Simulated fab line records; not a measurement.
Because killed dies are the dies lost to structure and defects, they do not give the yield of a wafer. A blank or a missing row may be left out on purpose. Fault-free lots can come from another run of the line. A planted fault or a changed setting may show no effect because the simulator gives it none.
Chamber matching ; flow nandHarc ; NHARC_THIN_TSV_DEP_43 on pecvd-02: 3 sister chambers
The step deposits SiO2, target thk 1328.5 nm. 16 wafers are shown with their chamber, then 8 later ones without.

## EACH WAFER AND ITS CHAMBER
wafer;chamber;throttleValvePct (%)
L646.3;2;17.8
L646.5;2;17.6
L646.6;1;16.5
L652.1;2;17.4
L652.3;0;15.2
L652.5;0;15.3
L654.2;2;17.6
L654.3;0;15.1
L654.4;2;17.2
L663.1;1;16.8
L663.4;0;15.5
L663.5;2;17.7
L665.2;0;15.5
L665.3;1;16.8
L665.5;1;16.5
L667.2;0;15.5

SIGNATURES (averages over the wafers above)
reading;chamber 0;chamber 1;chamber 2;scatter within a chamber
throttleValvePct;15.350;16.650;17.550;0.192
Rule: for a wafer and a chamber, the distance is found by dividing, reading by reading, the gap between the wafer's reading and the chamber's mean by the reading's scatter, squaring, summing and taking the root. If the next closest chamber is less than 2 further off than the closest, the wafer can't be placed; otherwise it belongs to the closest. The scatter: the root of (the sum of the squares of (reading less its chamber's mean) over the shown wafers, divided by (wafers less chambers)).

## WAFERS WHOSE CHAMBER IS MISSING
wafer;throttleValvePct (%)
L667.4;18.0
L667.5;15.2
L666.1;16.6
L666.3;17.7
L666.6;16.5
L668.1;17.3
L668.3;15.8
L668.4;15.5

## THE CHAMBER EACH PASSED THROUGH
wafer;from the rows above;in truth
L667.4;2;2
L667.5;0;0
L666.1;1;1
L666.3;2;2
L666.6;1;1
L668.1;2;2
L668.3;0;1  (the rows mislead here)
L668.4;0;0
7 of 8 placed correctly. Not placeable from these rows: 0. Placed wrongly: 1.
